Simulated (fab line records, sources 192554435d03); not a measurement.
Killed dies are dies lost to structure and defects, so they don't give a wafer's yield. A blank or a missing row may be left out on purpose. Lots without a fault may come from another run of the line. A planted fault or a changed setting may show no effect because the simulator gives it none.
Which tool did it? | flow n5_finfet | 10 lots, 28 wafers sampled, at 5 steps of a route of 1938

WHAT THE GAUGES READ, wafer by wafer
N5_PMOS_HMC_CHANNEL_EPI_CD_MEAS_09: target cd 237.4 nm.
lot  | measured    | on        | cd_nm (nm)
L553 | day 2 11:23 | cd_sem-01 | 239.9 240.1
L555 | day 2 23:29 | cd_sem-01 | 239.4 238.4 240.8
L556 | day 3 05:52 | cd_sem-03 | 238.4 237.8 237.7
L557 | day 3 11:31 | cd_sem-01 | 238.1 238.7 237.2
L558 | day 3 17:31 | cd_sem-01 | 237.0 236.9 237.4
L559 | day 4 00:37 | cd_sem-01 | 236.9 237.9 238.6
L565 | day 5 10:59 | cd_sem-01 | 239.9 238.3 239.0
L569 | day 6 11:28 | cd_sem-03 | 239.0 239.1 238.7
L570 | day 6 17:11 | cd_sem-03 | 238.7 240.3
L572 | day 7 07:08 | cd_sem-03 | 238.1 237.5 238.4

N5_BEOL_M4_RC_MEAS_101.
lot  | measured     | on        | CJ_N           | DIBL_N (mV/V)  | DIBL_P (mV/V)  | IOFF_N (nA/um) | IOFF_P (nA/um) | ION_N (uA/um) | ION_P (uA/um) | RS_PWELL (ohm/sq) | SS_N (mV/dec)  | SS_P (mV/dec)  | VT_N (mV)   | VT_P (mV)
L553 | day 8 16:16  | prober-01 | 4.38 4.31      | 38.9 37.9      | 36.7 36.7      | 0.20 0.19      | 0.23 0.25      | 691 670       | 467 462       | 2973 2962         | 71.1 71.4      | 73.1 72.5      | 247 245     | -247 -246
L555 | day 8 18:22  | prober-02 | 4.31 4.36 4.26 | 34.0 36.1 35.6 | 33.5 35.7 35.3 | 0.12 0.16 0.13 | 0.19 0.22 0.20 | 662 679 662   | 460 470 464   | 3020 3018 3019    | 70.9 70.9 70.7 | 72.6 72.7 72.9 | 253 248 252 | -251 -248 -249
L556 | day 9 18:02  | prober-02 | 4.19 4.27 4.32 | 36.5 37.8 38.6 | 36.2 37.1 38.2 | 0.16 0.18 0.20 | 0.21 0.23 0.25 | 676 693 684   | 465 464 471   | 2973 2989 2996    | 71.3 71.6 72.5 | 72.6 72.4 73.0 | 249 246 246 | -251 -248 -247
L557 | day 10 00:35 | prober-02 | 4.05 3.98 4.03 | 38.5 38.5 38.3 | 39.9 39.9 38.8 | 0.21 0.22 0.20 | 0.26 0.27 0.23 | 694 684 678   | 472 473 461   | 2928 2942 2933    | 72.2 71.9 71.5 | 73.9 74.4 73.3 | 245 247 248 | -249 -249 -249
L558 | day 10 13:59 | prober-01 | 4.32 4.41 4.28 | 35.7 35.9 35.3 | 37.4 36.5 37.5 | 0.15 0.14 0.15 | 0.20 0.21 0.22 | 675 675 685   | 467 467 474   | 3026 3036 3031    | 71.2 71.5 71.3 | 73.1 73.0 72.5 | 250 254 249 | -252 -249 -252
L559 | day 10 21:28 | prober-02 | 3.96 4.00 4.02 | 35.8 33.2 35.7 | 36.3 33.1 35.3 | 0.17 0.12 0.16 | 0.18 0.14 0.17 | 689 658 685   | 465 447 457   | 2949 2931 2966    | 71.5 70.6 70.9 | 73.7 72.7 73.5 | 247 250 248 | -252 -258 -256
L565 | day 12 04:47 | prober-01 | 4.22 4.32 4.33 | 35.3 34.1 37.2 | 38.2 35.7 39.6 | 0.16 0.14 0.20 | 0.22 0.18 0.25 | 668 680 685   | 457 469 466   | 3030 3081 3043    | 71.4 71.1 72.2 | 74.3 73.4 74.7 | 250 249 245 | -250 -251 -250
L569 | day 13 04:11 | prober-01 | 4.20 4.28 4.43 | 33.5 32.6 36.3 | 33.8 31.7 35.8 | 0.13 0.11 0.17 | 0.19 0.17 0.22 | 670 645 681   | 464 447 468   | 3000 2986 2974    | 70.4 70.0 71.0 | 72.4 72.1 73.4 | 250 252 251 | -248 -251 -248
L570 | day 13 05:05 | prober-02 | 4.29 4.32      | 37.1 35.7      | 36.8 35.6      | 0.17 0.15      | 0.25 0.22      | 679 677       | 472 464       | 3011 2985         | 71.1 71.6      | 73.1 73.1      | 249 249     | -246 -248
L572 | day 13 22:01 | prober-02 | 4.30 4.28 4.34 | 35.8 37.6 34.1 | 36.1 38.6 33.2 | 0.15 0.19 0.12 | 0.21 0.25 0.16 | 673 686 665   | 461 467 455   | 3047 3025 3040    | 71.4 72.0 70.5 | 73.9 74.6 72.6 | 248 246 255 | -251 -249 -251

WHICH TOOL RAN EACH LOT (tool, then ch and the chambers of the sampled wafers, then the start)
lot  | N5_ZERO_LAYER_ETCH_17             | N5_WELL_APT_IMPLANT_32         | N5_WELL_APT_RTA_34
L553 | rie_diel-04 ch 0,2, day 2 06:52   | implanter-01 ch 0, day 2 09:22 | rtp_anneal-01 ch 0, day 2 09:52
L555 | rie_diel-04 ch 0,1, day 2 18:52   | implanter-01 ch 0, day 2 21:33 | rtp_anneal-02 ch 0, day 2 22:01
L556 | rie_diel-03 ch 0,1, day 3 01:02   | implanter-02 ch 0, day 3 03:52 | rtp_anneal-02 ch 0, day 3 04:21
L557 | rie_diel-03 ch 1,2, day 3 06:44   | implanter-01 ch 0, day 3 09:19 | rtp_anneal-02 ch 0, day 3 10:01
L558 | rie_diel-06 ch 1,2, day 3 12:50   | implanter-02 ch 0, day 3 15:26 | rtp_anneal-01 ch 0, day 3 16:01
L559 | rie_diel-04 ch 0,1,3, day 3 19:00 | implanter-01 ch 0, day 3 21:38 | rtp_anneal-01 ch 0, day 3 22:22
L565 | rie_diel-03 ch 0,2,3, day 5 06:43 | implanter-02 ch 0, day 5 09:11 | rtp_anneal-02 ch 0, day 5 09:40
L569 | rie_diel-04 ch 0,2,3, day 6 06:44 | implanter-02 ch 0, day 6 09:20 | rtp_anneal-01 ch 0, day 6 10:04
L570 | rie_diel-04 ch 1,3, day 6 12:51   | implanter-02 ch 0, day 6 15:23 | rtp_anneal-01 ch 0, day 6 15:52
L572 | rie_diel-03 ch 0,1,2, day 7 00:51 | implanter-01 ch 0, day 7 05:20 | rtp_anneal-02 ch 0, day 7 05:49
- N5_ZERO_LAYER_ETCH_17: etches SiO2 in CF4, target depth 12 nm, time 13.3 s.
- N5_WELL_APT_IMPLANT_32
- N5_WELL_APT_RTA_34: time 10 s.

WHAT THE TOOLS THEMSELVES READ (means of the sampled wafers that have a number; where no wafer has one, the mark that the record gives instead)
N5_ZERO_LAYER_ETCH_17.
lot  | tool        | cf4_flow_sccm (sccm) | drypump_motor_current_A (A) | oes_product_au (a.u.) | rf_vpp_V (V) | showerhead_plenum_p_Torr (Torr) | throttle_valve_pct (%)
L553 | rie_diel-04 | 100.02               | 5.4                         | 0.78                  | 946          | 2.09                            | 15.71
L555 | rie_diel-04 | 100.19               | 5.7                         | 0.75                  | 950          | 2.17                            | 16.03
L556 | rie_diel-03 | 99.80                | 5.6                         | 0.76                  | 946          | 2.08                            | 15.52
L557 | rie_diel-03 | 99.80                | 5.4                         | 0.76                  | 950          | 2.17                            | 15.60
L558 | rie_diel-06 | 99.81                | 5.7                         | 0.78                  | 945          | 2.10                            | 15.82
L559 | rie_diel-04 | 100.15               | 5.5                         | 0.76                  | 948          | 2.14                            | 15.90
L565 | rie_diel-03 | 100.01               | 5.5                         | 0.76                  | 946          | 2.10                            | 15.84
L569 | rie_diel-04 | 99.77                | 5.3                         | 0.83                  | 946          | 2.10                            | 15.62
L570 | rie_diel-04 | 100.18               | 5.2                         | 0.70                  | 950          | 2.17                            | 16.08
L572 | rie_diel-03 | 100.08               | 5.5                         | 0.74                  | 947          | 2.11                            | 15.71

N5_WELL_APT_IMPLANT_32.
lot  | tool         | beam_energy_keV
L553 | implanter-01 | 49.981
L555 | implanter-01 | 49.986
L556 | implanter-02 | 49.995
L557 | implanter-01 | 54.897
L558 | implanter-02 | 49.988
L559 | implanter-01 | 54.917
L565 | implanter-02 | 50.015
L569 | implanter-02 | 49.981
L570 | implanter-02 | 50.020
L572 | implanter-01 | 49.991

N5_WELL_APT_RTA_34.
lot  | tool          | lamp_power_pct (%) | wafer_temp_C_max
L553 | rtp_anneal-01 | 13.00              | 1003.7
L555 | rtp_anneal-02 | 13.01              | 1004.7
L556 | rtp_anneal-02 | 13.00              | 1002.7
L557 | rtp_anneal-02 | 13.00              | 1003.9
L558 | rtp_anneal-01 | 12.99              | 1003.0
L559 | rtp_anneal-01 | 12.99              | 1003.5
L565 | rtp_anneal-02 | 12.95              | 1003.0
L569 | rtp_anneal-01 | 12.99              | 1003.5
L570 | rtp_anneal-01 | 13.02              | 1003.9
L572 | rtp_anneal-02 | 13.03              | 1002.6

THE ANSWER, worked out from the rows above alone
Rule: what is usual is taken from the lots themselves. Put in order of their means at a reading, lots are off if they are a third of the lots or fewer, leave a main group of 4 or more, and stand apart from it by a gap of 3 or more times the standard deviation of the main group's means; of several such gaps the widest counts. A main group whose means are all the same, to the digits that the tables above print for the reading, isn't used. A lot without any number at a reading at which 4 lots or more have one is off too. The other lots that the step has rows for count as sound. The gauges are gone through in route order, then the tools' own readings, and for those a lot's mean is taken as printed above. The first step at which some lot is off is used, and at that step the reading that is off furthest; a lot without a number counts as furthest.
Off: L557, L559, at N5_BEOL_M4_RC_MEAS_101 (CJ_N). The main group: mean 4.31, standard deviation 0.025.
A tool fits if, at a process step before that reading, it ran every lot that is off, and no sound lot after the first of them. The gauges at N5_BEOL_M4_RC_MEAS_101 aren't tried: what is off there is off at N5_WELL_APT_IMPLANT_32 too, on other tools, and a gauge's error can't cause that. None of those tried fits.

WHAT THE SIMULATOR HAD PUT IN
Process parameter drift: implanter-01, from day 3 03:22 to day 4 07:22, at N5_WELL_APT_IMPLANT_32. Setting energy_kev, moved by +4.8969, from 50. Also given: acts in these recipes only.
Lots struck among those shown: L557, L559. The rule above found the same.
